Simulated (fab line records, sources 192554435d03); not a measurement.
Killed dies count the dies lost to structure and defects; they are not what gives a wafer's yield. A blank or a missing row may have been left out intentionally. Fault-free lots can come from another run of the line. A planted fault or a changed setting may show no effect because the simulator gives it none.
fab line records    flow n5_finfet
record lots=10  wafers=30  last_day=18
route steps=1938 shown BEOL_M13@1659 PASSIVATION@1936
lots that met no fault: taken from a fault-free run of the same line
start_h: start of the lot's first displayed wafer, in hours after the record's first day    wait_h: hours elapsed since this lot's preceding step    " same as the row above    L1.1+2: one row covering several wafers at once    - no value, or no start given    * or withheld: withheld    < > ~ a bound
route shown NAME@n: NAME is a module with steps in the file, n the number in the route of the first one    usual: mean/standard deviation taken from wafers without a fault    same: alike in all rows    chamber/n: place in a boat    sites: per-site readings    _std_site: the standard deviation of these    _edge_site: inner sites' mean taken away from outer sites' mean    radius_mm: how far each site lies from the wafer's centre    mask NAME#n: copy n    behind: the most recent tool/chamber to have shaped the wafer    hold: reason for holding the lot/hours on hold/outcome of the hold    device: whichever transistor did not switch (one of n, p or np)    end of line: the route-end tests of the same wafers    where a step has no rows: the recipe by itself    killed: at the first sort, the dies lost to defects and structure; wafer yield is something else    map: per-die view of a wafer (x killed, . not killed, _ where there is no die)
set.NAME: the run value of the setting; set.NAME@STEP: its run value at that earlier step    model.NAME: the simulator's own value behind a step, which no gauge read
one table for each step of the route and one row for each wafer, over a sample of lots
services: the hour from which a tool's chamber was out of use, counted from the record's first day as start_h (under 0 if before that day), plus the number of hours and why
## steps
# step N5_BEOL_M13_ILD_DEP_00
# recipe material=SiOC  target_thk_a=8379.2  temp_c=350  precursor=DEMS/O2  pressure_torr=5  rf_w=500  time_s=166.4
# usual heater_power_w=490/61  showerhead_plenum_p_Torr=5.698/0.016  throttle_valve_pct=12.1/0.77
lot.wafer  tool      chamber  start_h  wait_h  heater_power_w  showerhead_plenum_p_Torr  since_wet_clean_h  throttle_valve_pct
L601.2     pecvd-01  0        261.75   0.0     492             5.699                     966                13.3
L601.5     "         1        "        "       388             5.704                     -                  13.1
L601.6     "         0        "        "       511             5.722                     -                  13.1
L603.1     pecvd-01  1        278.96   0.0     395             5.718                     1708               13.0
L603.2     "         2        "        "       515             5.695                     205                10.7
L603.5     "         0        "        "       410             5.715                     -                  13.2
L604.1     pecvd-01  2        279.23   0.0     554             5.696                     205                11.0
L604.2     "         0        "        "       440             5.718                     983                12.7
L604.5     "         2        "        "       448             5.709                     -                  10.8
L605.1     pecvd-04  1        279.71   0.0     398             5.671                     2071               12.4
L605.4     "         2        "        "       446             5.701                     -                  12.1
L605.6     "         1        "        "       447             5.705                     -                  12.6
L608.2     pecvd-01  2        286.37   0.0     553             5.717                     212                11.0
L608.5     "         1        "        "       387             5.726                     -                  13.0
L608.6     "         2        "        "       492             5.698                     -                  10.9
L609.1     pecvd-04  1        295.30   0.0     413             5.674                     2087               12.2
L609.5     "         2        "        "       452             5.704                     -                  12.1
L609.6     "         0        "        "       455             5.700                     -                  12.2
L615.1     pecvd-01  1        345.07   0.0     377             5.683                     1774               13.3
L615.3     "         2        "        "       552             5.712                     271                11.0
L615.6     "         2        "        "       564             5.705                     -                  10.7
L616.1     pecvd-02  0        347.92   0.0     592             5.702                     1233               11.3
L616.3     "         2        "        "       469             5.711                     455                11.5
L616.5     "         1        "        "       567             5.684                     -                  11.4
L620.2     pecvd-02  0        366.86   0.0     486             5.682                     1252               11.6
L620.4     "         1        "        "       594             5.667                     -                  11.4
L620.5     "         1        "        "       465             5.667                     -                  11.6
L624.4     pecvd-01  1        395.59   0.1     436             5.699                     -                  12.9
L624.5     "         2        "        "       527             5.721                     -                  10.9
L624.6     "         0        "        "       417             5.715                     -                  13.7
# step N5_BEOL_M13_CD_MEAS_10
# recipe target_cd_nm=190  landing_energy_ev=500  detector=se_inlens  polarity=opening
# usual cd_nm=190.3/1.4
lot.wafer  tool       chamber  start_h  wait_h  cd_nm
L601.2     cd_sem-02  0        262.33   -       187.5
L601.5     "          0        "        "       190.0
L601.6     "          0        "        "       189.4
L603.1     cd_sem-02  0        279.54   -       190.6
L603.2     "          0        "        "       191.5
L603.5     "          0        "        "       192.6
L604.1     cd_sem-01  0        279.68   -       193.8
L604.2     "          0        "        "       193.6
L604.5     "          0        "        "       192.8
L605.1     cd_sem-02  0        280.16   -       191.5
L605.4     "          0        "        "       191.3
L605.6     "          0        "        "       191.5
L608.2     cd_sem-02  0        287.01   -       188.6
L608.5     "          0        "        "       188.2
L608.6     "          0        "        "       188.6
L609.1     cd_sem-01  0        295.76   -       188.9
L609.5     "          0        "        "       191.8
L609.6     "          0        "        "       190.0
L615.1     cd_sem-03  0        345.53   -       188.9
L615.3     "          0        "        "       189.0
L615.6     "          0        "        "       190.1
L616.1     cd_sem-03  0        348.37   -       190.8
L616.3     "          0        "        "       190.8
L616.5     "          0        "        "       191.8
L620.2     cd_sem-01  0        367.38   -       191.6
L620.4     "          0        "        "       190.3
L620.5     "          0        "        "       192.2
L624.4     cd_sem-02  0        396.11   -       190.7
L624.5     "          0        "        "       191.7
L624.6     "          0        "        "       192.2
# step N5_BEOL_M13_EXPOSE_25
# recipe mask_id=M13  na=0.93  source_shape=conventional  sigma_outer=0.4  polarization=unpolarized  target_cd_nm=210  dose_mj=22
# usual exposure_dose_mJ_cm2=21.978/0.021  reticle_temp_C=22.99/0.085
lot.wafer  tool            chamber  start_h  wait_h  mask   exposure_dose_mJ_cm2  reticle_temp_C
L601.2     krf_scanner-01  0        263.49   -       M13#0  21.959                22.86
L601.5     "               0        "        "       M13#0  21.971                22.95
L601.6     "               0        "        "       M13#0  21.967                22.96
L603.1     krf_scanner-02  0        280.44   -       M13#0  21.976                23.03
L603.2     "               0        "        "       M13#0  21.986                23.05
L603.5     "               0        "        "       M13#0  21.959                23.19
L604.1     krf_scanner-01  0        280.68   -       M13#0  21.935                23.13
L604.2     "               0        "        "       M13#0  21.914                23.05
L604.5     "               0        "        "       M13#0  21.977                23.01
L605.1     krf_scanner-02  0        281.06   -       M13#0  21.995                23.17
L605.4     "               0        "        "       M13#0  21.993                23.12
L605.6     "               0        "        "       M13#0  21.977                23.07
L608.2     krf_scanner-02  0        287.96   -       M13#0  21.985                22.95
L608.5     "               0        "        "       M13#0  21.985                22.98
L608.6     "               0        "        "       M13#0  21.996                22.92
L609.1     krf_scanner-01  0        296.69   -       M13#0  21.961                22.88
L609.5     "               0        "        "       M13#0  21.994                22.99
L609.6     "               0        "        "       M13#0  21.960                22.96
L615.1     krf_scanner-02  0        346.32   -       M13#0  24.767                22.99
L615.3     "               0        "        "       M13#0  24.782                22.88
L615.6     "               0        "        "       M13#0  24.768                22.91
L616.1     krf_scanner-02  0        349.14   -       M13#0  24.241                23.05
L616.3     "               0        "        "       M13#0  24.202                23.08
L616.5     "               0        "        "       M13#0  24.231                23.04
L620.2     krf_scanner-01  0        368.33   -       M13#0  21.975                22.88
L620.4     "               0        "        "       M13#0  21.968                23.04
L620.5     "               0        "        "       M13#0  21.965                22.95
L624.4     krf_scanner-01  0        397.04   -       M13#0  21.999                22.96
L624.5     "               0        "        "       M13#0  22.005                23.07
L624.6     "               0        "        "       M13#0  22.020                23.08
# step N5_BEOL_M13_CD_MEAS_28
# recipe target_cd_nm=209.5  landing_energy_ev=500  detector=se_inlens
# usual cd_nm=208.9/1
lot.wafer  tool       chamber  start_h  wait_h  cd_nm
L601.2     cd_sem-03  0        263.65   -       208.3
L601.5     "          0        "        "       208.2
L601.6     "          0        "        "       210.1
L603.1     cd_sem-03  0        280.61   -       208.4
L603.2     "          0        "        "       208.7
L603.5     "          0        "        "       209.1
L604.1     cd_sem-01  0        280.85   -       208.1
L604.2     "          0        "        "       209.8
L604.5     "          0        "        "       210.3
L605.1     cd_sem-02  0        281.23   -       208.9
L605.4     "          0        "        "       206.3
L605.6     "          0        "        "       207.3
L608.2     cd_sem-02  0        288.13   -       209.1
L608.5     "          0        "        "       208.9
L608.6     "          0        "        "       208.4
L609.1     cd_sem-01  0        296.86   -       207.7
L609.5     "          0        "        "       207.5
L609.6     "          0        "        "       207.5
L615.1     cd_sem-03  0        346.50   -       221.4
L615.3     "          0        "        "       222.4
L615.6     "          0        "        "       222.0
L616.1     cd_sem-03  0        349.31   -       218.1
L616.3     "          0        "        "       219.3
L616.5     "          0        "        "       216.9
L620.2     cd_sem-01  0        368.50   -       209.1
L620.4     "          0        "        "       209.2
L620.5     "          0        "        "       210.3
L624.4     cd_sem-03  0        397.20   -       209.8
L624.5     "          0        "        "       209.7
L624.6     "          0        "        "       210.0
# step N5_BEOL_M13_TRENCH_ETCH_34
# recipe chemistry=C4F8/O2/Ar  target=SiOC  target_depth_a=4134.7  mask_material=SOC  pressure_mtorr=30  source_w=3000  bias_w=700  Ar_flow_sccm=400  C4F8_flow_sccm=15  O2_flow_sccm=8  he_inner_torr=15  he_outer_torr=30  time_s=162.6  ion_energy_ev=250
# usual C4F8_flow_sccm=15.00/0.046  drypump_motor_current_A=5.9/0.41  oes_product_au=0.77/0.086  rf_vpp_V=666.0/2.7  showerhead_plenum_p_Torr=3.44/0.09  throttle_valve_pct=24.23/0.3
lot.wafer  tool         chamber  start_h  wait_h  C4F8_flow_sccm  drypump_motor_current_A  oes_product_au  rf_hours_counter_h  rf_vpp_V  showerhead_plenum_p_Torr  throttle_valve_pct
L601.2     rie_diel-04  3        264.16   0.0     15.07           5.3                      0.73            212                 668.0     3.51                      24.53
L601.5     "            3        "        "       15.06           5.3                      0.72            -                   667.5     3.51                      24.53
L601.6     "            0        "        "       15.06           6.1                      0.83            -                   667.9     3.43                      23.69
L603.1     rie_diel-03  2        281.10   0.0     15.02           5.7                      0.80            102                 661.2     3.35                      24.21
L603.2     "            3        "        "       15.04           6.4                      0.89            28                  667.3     3.47                      23.75
L603.5     "            3        "        "       14.97           6.4                      0.89            -                   667.9     3.47                      23.76
L604.1     rie_diel-06  0        281.34   0.0     14.99           5.4                      0.69            219                 663.7     3.38                      24.64
L604.2     "            1        "        "       15.01           5.3                      0.73            172                 665.0     3.43                      24.39
L604.5     "            0        "        "       15.05           5.4                      0.69            -                   664.2     3.38                      24.65
L605.1     rie_diel-03  3        281.87   0.0     14.91           6.3                      0.89            29                  668.2     3.47                      23.74
L605.4     "            1        "        "       15.00           5.8                      0.68            230                 667.5     3.50                      24.32
L605.6     "            3        "        "       14.96           6.4                      0.88            -                   665.8     3.47                      23.75
L608.2     rie_diel-06  2        288.65   0.0     15.03           5.5                      0.78            113                 664.0     3.30                      24.15
L608.5     "            3        "        "       15.01           6.0                      0.69            -                   661.9     3.23                      24.47
L608.6     "            0        "        "       14.98           5.4                      0.69            -                   665.0     3.38                      24.65
L609.1     rie_diel-03  2        297.38   0.0     14.98           5.7                      0.79            107                 662.3     3.35                      24.23
L609.5     "            0        "        "       15.01           6.2                      0.95            -                   667.7     3.49                      24.24
L609.6     "            3        "        "       15.04           6.3                      0.88            -                   666.0     3.47                      23.76
L615.1     rie_diel-06  2        346.99   0.0     15.03           5.5                      0.76            131                 662.5     3.29                      24.16
L615.3     "            0        "        "       15.00           5.4                      0.68            240                 664.5     3.37                      24.67
L615.6     "            1        "        "       15.03           5.3                      0.71            -                   665.9     3.42                      24.41
L616.1     rie_diel-06  0        349.81   0.0     15.09           5.3                      0.67            242                 663.2     3.37                      24.68
L616.3     "            2        "        "       14.96           5.5                      0.75            132                 661.6     3.29                      24.15
L616.5     "            0        "        "       15.06           5.4                      0.67            -                   665.3     3.37                      24.68
L620.2     rie_diel-04  1        368.99   0.0     14.99           6.4                      0.70            203                 669.2     3.56                      24.39
L620.4     "            3        "        "       15.00           5.4                      0.69            242                 668.5     3.50                      24.58
L620.5     "            1        "        "       14.97           6.4                      0.70            -                   668.0     3.56                      24.41
L624.4     rie_diel-04  2        397.69   0.0     14.98           6.4                      0.89            40                  666.4     3.46                      24.19
L624.5     "            3        "        "       14.97           5.3                      0.69            -                   667.5     3.49                      24.57
L624.6     "            0        "        "       15.00           6.1                      0.79            -                   666.3     3.41                      23.72
# step N5_PASSIVATION_PROBE_49
# usual defect_limited_yield=91.2/1.5  killed_at_M0_to_M3=33/9.6  killed_at_M4_up=14/5.6  killed_at_contacts=14/5.5  killed_at_front_end=40/13  killed_at_other=4/3  killed_dies=104/17  killed_open=68/13  killed_short=33/7.2  sort_bin_4_leakage=0.00/0.014  sort_bin_5_function=5.2/0.95  sort_bin_6_memory=3.3/0.62  sort_n_pass=1076/17  sort_yield_pct=91.2/1.5
# same gross_dies=1180  killed_at_back_side=0  sort_bin_8_speed[%]=0
lot.wafer  tool       chamber  start_h  wait_h  defect_limited_yield[%]  killed_at_M0_to_M3  killed_at_M4_up  killed_at_contacts  killed_at_front_end  killed_at_other  killed_dies  killed_open  killed_short  sort_bin_4_leakage[%]  sort_bin_5_function[%]  sort_bin_6_memory[%]  sort_n_pass  sort_yield_pct[%]
L601.2     prober-02  -        293.71   0.1     92.9                     32                  17               15                  19                   1                84           54           26            0                      4.6                     2.5                   1096         92.9
L601.5     prober-02  -        293.86   0.2     93.8                     21                  16               13                  20                   3                73           44           25            0                      3.9                     1.8                   1107         93.8
L601.6     prober-02  -        293.91   0.3     91.3                     38                  20               14                  22                   9                103          73           27            0                      5.5                     3.0                   1077         91.3
L603.1     prober-02  -        312.44   0.0     90.9                     30                  30               8                   36                   3                107          75           27            0                      5.3                     3.5                   1073         90.9
L603.2     prober-02  -        312.49   0.1     94.0                     14                  11               10                  34                   2                71           42           23            0                      3.6                     1.9                   1109         94.0
L603.5     prober-02  -        312.64   0.2     91.0                     23                  31               22                  27                   3                106          69           36            0                      5.1                     3.4                   1074         91.0
L605.1     prober-01  -        315.08   0.0     91.1                     24                  17               5                   57                   2                105          73           28            0                      5.3                     3.2                   1075         91.1
L605.4     prober-01  -        315.23   0.2     88.8                     40                  17               16                  57                   2                132          87           41            0                      7.6                     3.2                   1048         88.8
L605.6     prober-01  -        315.33   0.3     88.5                     63                  19               5                   47                   2                136          99           30            0                      6.4                     4.3                   1044         88.5
L604.1     prober-02  -        315.63   0.0     91.0                     43                  9                9                   39                   6                106          70           36            0                      5.3                     3.5                   1074         91.0
L604.2     prober-02  -        315.68   0.1     91.8                     27                  15               13                  34                   8                97           68           29            0                      5.1                     2.7                   1083         91.8
L604.5     prober-02  -        315.83   0.2     91.4                     33                  10               15                  34                   10               102          66           36            0                      5.3                     3.1                   1078         91.4
L608.2     prober-01  -        322.54   0.1     89.7                     47                  15               19                  39                   1                121          83           38            0                      6.8                     2.9                   1059         89.7
L608.5     prober-01  -        322.69   0.2     92.5                     46                  9                8                   25                   0                88           56           32            0                      4.3                     2.9                   1092         92.5
L608.6     prober-01  -        322.74   0.3     91.7                     32                  19               9                   32                   6                98           70           27            0.17                   5.2                     2.9                   1080         91.5
L609.1     prober-02  -        331.90   0.0     91.5                     41                  18               7                   34                   0                100          68           30            0                      5.2                     3.1                   1080         91.5
L609.5     prober-02  -        332.10   0.2     92.8                     23                  10               13                  37                   2                85           48           33            0                      4.2                     2.8                   1095         92.8
L609.6     prober-02  -        332.15   0.3     89.8                     54                  21               8                   35                   2                120          73           44            0                      5.9                     3.6                   1060         89.8
L615.1     prober-02  -        386.41   0.0     91.6                     31                  8                17                  41                   2                99           59           38            0                      5.0                     2.9                   1081         91.6
L615.3     prober-02  -        386.51   0.1     93.2                     17                  10               13                  37                   3                80           49           23            0                      3.6                     2.5                   1100         93.2
L615.6     prober-02  -        386.66   0.3     91.9                     31                  11               8                   39                   6                95           63           32            0                      4.2                     3.4                   1085         91.9
L616.1     prober-01  -        387.20   0.0     89.7                     39                  17               23                  34                   9                122          86           34            0                      5.7                     4.2                   1058         89.7
L616.3     prober-01  -        387.30   0.1     90.8                     54                  9                17                  26                   2                108          69           36            0                      5.9                     3.0                   1072         90.8
L616.5     prober-01  -        387.40   0.2     89.8                     43                  10               19                  41                   7                120          74           45            0                      5.8                     4.2                   1060         89.8
L620.2     prober-01  -        400.12   0.1     90.1                     39                  17               15                  44                   2                117          79           36            0                      6.0                     3.8                   1063         90.1
L620.4     prober-01  -        400.22   0.2     92.3                     29                  7                10                  42                   3                91           59           31            0                      4.5                     2.9                   1089         92.3
L620.5     prober-01  -        400.27   0.2     89.3                     48                  12               9                   55                   2                126          78           45            0                      6.3                     4.1                   1054         89.3
L624.4     prober-01  -        429.20   0.2     93.9                     29                  10               11                  17                   5                72           41           31            0                      3.5                     2.5                   1108         93.9
L624.5     prober-01  -        429.25   0.2     91.9                     40                  12               11                  23                   9                95           53           40            0                      5.3                     2.3                   1085         91.9
L624.6     prober-01  -        429.30   0.3     93.0                     37                  6                7                   31                   2                83           57           24            0                      4.1                     2.5                   1097         93.0
# killed by level:class
L601.2 MOL_CONTACT_COAG:geometric_particle:open=12 BEOL_M1:geometric_particle:open=8 BEOL_M0_SAQP:geometric_particle:short=7 BEOL_M3:geometric_particle:open=7 BEOL_M4:geometric_particle:open=7 FIN_SAQP:geometric_particle:short=4 STI_FIN_REVEAL:geometric_particle:open=3 MOL_CONTACT_COAG:geometric_particle:short=3
L601.5 MOL_CONTACT_COAG:geometric_particle:open=11 BEOL_M0_SAQP:geometric_particle:open=5 BEOL_M2:geometric_particle:open=5 FIN_SAQP:geometric_particle:open=4 GATE_CUT:geometric_particle:short=4 BEOL_M5:geometric_particle:open=4 BEOL_M3:geometric_particle:open=3 BEOL_M5:geometric_particle:short=3
L601.6 MOL_CONTACT_COAG:geometric_particle:open=14 BEOL_M0_SAQP:geometric_particle:open=12 GATE_CUT:geometric_particle:open=10 BEOL_M5:geometric_particle:open=8 GATE_CUT:geometric_particle:short=5 BEOL_M2:geometric_particle:open=5 BEOL_M4:geometric_particle:open=4 BEOL_M0_SAQP:geometric_particle:short=4
L603.1 BEOL_M4:geometric_particle:open=15 FIN_SAQP:geometric_particle:open=11 BEOL_M2:geometric_particle:open=11 FIN_SAQP:geometric_particle:short=8 BEOL_M3:geometric_particle:open=6 MOL_CONTACT_COAG:geometric_particle:open=5 BEOL_M5:geometric_particle:open=5 STI_FIN_REVEAL:geometric_particle:open=3
L603.2 FIN_SAQP:geometric_particle:open=8 BEOL_M4:geometric_particle:open=8 MOL_CONTACT_COAG:geometric_particle:open=7 HKMG_FIN:area_etch=5 STI_FIN_REVEAL:geometric_particle:open=4 BEOL_M0_SAQP:geometric_particle:short=4 FIN_SAQP:geometric_particle:short=3 DUMMY_GATE:geometric_particle:short=3
L603.5 MOL_CONTACT_COAG:geometric_particle:open=19 BEOL_M4:geometric_particle:open=15 FIN_SAQP:geometric_particle:open=8 BEOL_M0_SAQP:geometric_particle:short=8 GATE_CUT:geometric_particle:short=5 BEOL_M2:geometric_particle:open=5 BEOL_M5:geometric_particle:open=5 BEOL_M0_SAQP:geometric_particle:open=4
L605.1 STI_FIN_REVEAL:geometric_particle:open=16 BEOL_M4:geometric_particle:open=10 DUMMY_GATE:geometric_particle:open=8 FIN_SAQP:geometric_particle:open=7 BEOL_M0_SAQP:geometric_particle:open=6 STARTING-WAFER:geometric_particle:open=6 STI_FIN_REVEAL:geometric_particle:short=5 BEOL_M1:geometric_particle:open=5
L605.4 FIN_SAQP:geometric_particle:open=17 BEOL_M2:geometric_particle:open=15 FIN_SAQP:geometric_particle:short=12 MOL_CONTACT_COAG:geometric_particle:open=11 STI_FIN_REVEAL:geometric_particle:open=9 BEOL_M0_SAQP:geometric_particle:short=9 BEOL_M4:geometric_particle:open=7 BEOL_M0_SAQP:geometric_particle:open=6
L605.6 STI_FIN_REVEAL:geometric_particle:open=17 BEOL_M1:geometric_particle:open=16 FIN_SAQP:geometric_particle:open=11 BEOL_M0_SAQP:geometric_particle:short=11 BEOL_M0_SAQP:geometric_particle:open=11 BEOL_M4:geometric_particle:open=10 BEOL_M2:geometric_particle:open=10 BEOL_M3:geometric_particle:open=6
L604.1 FIN_SAQP:geometric_particle:open=12 BEOL_M2:geometric_particle:open=11 FIN_SAQP:geometric_particle:short=7 MOL_CONTACT_COAG:geometric_particle:open=7 BEOL_M3:geometric_particle:open=7 DUMMY_GATE:geometric_particle:open=6 BEOL_M0_SAQP:geometric_particle:open=6 BEOL_M0:geometric_particle:open=4
L604.2 MOL_CONTACT_COAG:geometric_particle:open=12 BEOL_M4:geometric_particle:open=10 FIN_SAQP:geometric_particle:short=9 FIN_SAQP:geometric_particle:open=7 DUMMY_GATE:geometric_particle:open=7 BEOL_M3:geometric_particle:open=7 STI_FIN_REVEAL:geometric_particle:open=5 BEOL_M3:geometric_particle:short=5
L604.5 BEOL_M0_SAQP:geometric_particle:open=12 FIN_SAQP:geometric_particle:short=11 FIN_SAQP:geometric_particle:open=10 MOL_CONTACT_COAG:geometric_particle:open=10 BEOL_M0_SAQP:geometric_particle:short=7 PASS1_CAP:geometric_particle:open=7 MOL_CONTACT_COAG:geometric_particle:short=5 BEOL_M3:geometric_particle:open=5
L608.2 STI_FIN_REVEAL:geometric_particle:open=13 BEOL_M0_SAQP:geometric_particle:short=12 BEOL_M0_SAQP:geometric_particle:open=11 MOL_CONTACT_COAG:geometric_particle:open=10 BEOL_M2:geometric_particle:open=10 MOL_CONTACT_COAG:geometric_particle:short=9 BEOL_M3:geometric_particle:open=9 FIN_SAQP:geometric_particle:open=6
L608.5 BEOL_M0_SAQP:geometric_particle:short=13 BEOL_M2:geometric_particle:open=10 BEOL_M0_SAQP:geometric_particle:open=9 STI_FIN_REVEAL:geometric_particle:open=6 MOL_CONTACT_COAG:geometric_particle:open=6 BEOL_M3:geometric_particle:open=5 STARTING-WAFER:geometric_particle:open=5 BEOL_M3:geometric_particle:short=4
L608.6 STI_FIN_REVEAL:geometric_particle:open=13 BEOL_M3:geometric_particle:open=10 MOL_CONTACT_COAG:geometric_particle:open=7 BEOL_M4:geometric_particle:open=7 STARTING-WAFER:geometric_particle:open=6 FIN_SAQP:geometric_particle:short=4 BEOL_M0_SAQP:geometric_particle:short=4 BEOL_M0_SAQP:geometric_particle:open=4
L609.1 BEOL_M2:geometric_particle:open=12 STI_FIN_REVEAL:geometric_particle:open=9 BEOL_M4:geometric_particle:open=8 FIN_SAQP:geometric_particle:short=7 BEOL_M1:geometric_particle:open=7 MOL_CONTACT_COAG:geometric_particle:open=6 BEOL_M0_SAQP:geometric_particle:short=6 ILD0:geometric_particle:short=5
L609.5 FIN_SAQP:geometric_particle:short=13 MOL_CONTACT_COAG:geometric_particle:open=12 BEOL_M0:geometric_particle:open=5 FIN_SAQP:geometric_particle:open=4 BEOL_M2:geometric_particle:short=4 STI_FIN_REVEAL:geometric_particle:open=4 ILD0:geometric_particle:short=4 BEOL_M0_SAQP:geometric_particle:short=4
L609.6 BEOL_M2:geometric_particle:open=14 BEOL_M0_SAQP:geometric_particle:short=13 BEOL_M0_SAQP:geometric_particle:open=10 FIN_SAQP:geometric_particle:short=9 BEOL_M3:geometric_particle:open=7 BEOL_M4:geometric_particle:open=7 BEOL_M2:geometric_particle:short=6 ILD0:geometric_particle:short=5
L615.1 FIN_SAQP:geometric_particle:open=12 MOL_CONTACT_COAG:geometric_particle:open=9 FIN_SAQP:geometric_particle:short=8 STI_FIN_REVEAL:geometric_particle:open=7 MOL_CONTACT_COAG:geometric_particle:short=7 BEOL_M2:geometric_particle:open=7 BEOL_M2:geometric_particle:short=6 BEOL_M3:geometric_particle:open=6
L615.3 MOL_CONTACT_COAG:geometric_particle:open=13 HKMG_FIN:area_etch=7 FIN_SAQP:geometric_particle:open=6 FIN_SAQP:geometric_particle:short=5 STI_FIN_REVEAL:geometric_particle:open=4 BEOL_M3:geometric_particle:short=4 DUMMY_GATE:geometric_particle:open=4 BEOL_M4:geometric_particle:open=4
L615.6 FIN_SAQP:geometric_particle:open=11 BEOL_M1:geometric_particle:open=8 STI_FIN_REVEAL:geometric_particle:open=7 MOL_CONTACT_COAG:geometric_particle:open=7 FIN_SAQP:geometric_particle:short=6 BEOL_M2:geometric_particle:open=6 BEOL_M4:geometric_particle:open=6 GATE_CUT:geometric_particle:short=4
L616.1 MOL_CONTACT_COAG:geometric_particle:open=18 BEOL_M3:geometric_particle:open=14 FIN_SAQP:geometric_particle:open=13 BEOL_M1:geometric_particle:open=10 STI_FIN_REVEAL:geometric_particle:open=6 MOL_CONTACT_COAG:geometric_particle:short=5 BEOL_M1:geometric_particle:short=5 BEOL_M5:geometric_particle:open=5
L616.3 BEOL_M1:geometric_particle:open=14 BEOL_M0_SAQP:geometric_particle:short=11 MOL_CONTACT_COAG:geometric_particle:open=11 BEOL_M3:geometric_particle:open=9 BEOL_M0_SAQP:geometric_particle:open=8 BEOL_M2:geometric_particle:open=7 MOL_CONTACT_COAG:geometric_particle:short=6 GATE_CUT:geometric_particle:short=4
L616.5 MOL_CONTACT_COAG:geometric_particle:open=16 FIN_SAQP:geometric_particle:short=15 BEOL_M0_SAQP:geometric_particle:open=12 BEOL_M0_SAQP:geometric_particle:short=11 FIN_SAQP:geometric_particle:open=9 BEOL_M3:geometric_particle:open=6 BEOL_M2:geometric_particle:open=5 BEOL_M4:geometric_particle:open=5
L620.2 FIN_SAQP:geometric_particle:open=12 MOL_CONTACT_COAG:geometric_particle:open=12 BEOL_M0_SAQP:geometric_particle:open=9 BEOL_M3:geometric_particle:open=9 BEOL_M0_SAQP:geometric_particle:short=8 BEOL_M4:geometric_particle:open=8 FIN_SAQP:geometric_particle:short=7 STI_FIN_REVEAL:geometric_particle:open=6
L620.4 FIN_SAQP:geometric_particle:open=13 MOL_CONTACT_COAG:geometric_particle:open=8 BEOL_M3:geometric_particle:open=8 FIN_SAQP:geometric_particle:short=7 STI_FIN_REVEAL:geometric_particle:open=7 BEOL_M0_SAQP:geometric_particle:open=6 BEOL_M0_SAQP:geometric_particle:short=4 STARTING-WAFER:geometric_particle:short=4
L620.5 BEOL_M0_SAQP:geometric_particle:open=16 FIN_SAQP:geometric_particle:short=15 BEOL_M0_SAQP:geometric_particle:short=12 STI_FIN_REVEAL:geometric_particle:open=9 DUMMY_GATE:geometric_particle:open=9 BEOL_M2:geometric_particle:open=8 FIN_SAQP:geometric_particle:open=7 MOL_CONTACT_COAG:geometric_particle:open=7
L624.4 BEOL_M0_SAQP:geometric_particle:open=8 BEOL_M0_SAQP:geometric_particle:short=6 MOL_CONTACT_COAG:geometric_particle:open=6 MOL_CONTACT_COAG:geometric_particle:short=5 BEOL_M2:geometric_particle:open=5 GATE_CUT:geometric_particle:short=3 BEOL_M0:geometric_particle:open=3 BEOL_M1:geometric_particle:open=3
L624.5 BEOL_M0_SAQP:geometric_particle:short=18 MOL_CONTACT_COAG:geometric_particle:open=7 BEOL_M2:geometric_particle:open=7 DUMMY_GATE:geometric_particle:open=5 BEOL_M0_SAQP:geometric_particle:open=5 BEOL_M4:geometric_particle:open=5 MIM_TOP_ETCH:geometric_particle:short=4 FIN_SAQP:geometric_particle:short=3
L624.6 FIN_SAQP:geometric_particle:open=11 BEOL_M0_SAQP:geometric_particle:open=9 BEOL_M1:geometric_particle:open=8 FIN_SAQP:geometric_particle:short=7 BEOL_M2:geometric_particle:open=7 MOL_CONTACT_COAG:geometric_particle:open=6 BEOL_M0_SAQP:geometric_particle:short=5 BEOL_M3:geometric_particle:open=4
## services
tool            chamber  start_h  hours  kind
pecvd-01        -        243.92   14.6   pm
krf_scanner-01  -        255.69   0.6    repair
krf_scanner-02  -        262.00   6.0    pm
krf_scanner-02  -        268.00   1.3    pm
rie_diel-03     -        272.06   0.8    repair
pecvd-04        -        272.95   0.7    repair
pecvd-01        1        289.14   3.5    repair
krf_scanner-02  -        302.66   3.0    repair
pecvd-01        -        310.82   0.3    repair
rie_diel-03     3        317.24   8.8    repair
krf_scanner-02  -        319.46   0.8    pm
pecvd-04        0        331.85   8.1    repair
krf_scanner-02  -        332.26   4.4    pm
rie_diel-04     3        334.18   5.4    repair
krf_scanner-01  -        336.64   7.2    pm
krf_scanner-01  -        343.84   1.0    pm
krf_scanner-01  -        344.84   0.8    pm
pecvd-04        -        348.15   0.5    repair
pecvd-02        2        365.17   18.7   repair
krf_scanner-02  -        377.26   0.9    repair
krf_scanner-01  -        388.13   1.3    pm
krf_scanner-01  -        390.03   0.8    pm
pecvd-01        -        394.72   0.5    repair
pecvd-01        0        396.63   2.0    repair
## key
first_sign step=N5_BEOL_M13_EXPOSE_25  reading=exposure_dose_mJ_cm2  direction=up  sigmas=99+  usual=21.978  struck=24.499
effect step=N5_BEOL_M13_CD_MEAS_28  reading=cd_nm  direction=up  sigmas=11  usual=208.9  struck=220.0  through=control_loop
met_at N5_BEOL_M13_EXPOSE_25
struck_lots L615,L616
loop_trim step=N5_BEOL_M13_EXPOSE_25  setting=dose  lots=L616
not_acting_at N5_BEOL_M13_ILD_DEP_00,N5_BEOL_M13_CD_MEAS_10,N5_BEOL_M13_TRENCH_ETCH_34
onset_between 287.96 346.32
fault kind=process_parameter_drift  tool=krf_scanner-02  chamber=-  onset_h=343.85  steps=N5_BEOL_M13_EXPOSE_25  channel=dose_mj  offset=2.8198  shape=step  acts_in=these_recipes_only  stated=22
# loop_trim: a control loop set the setting to another value than it would have without faults
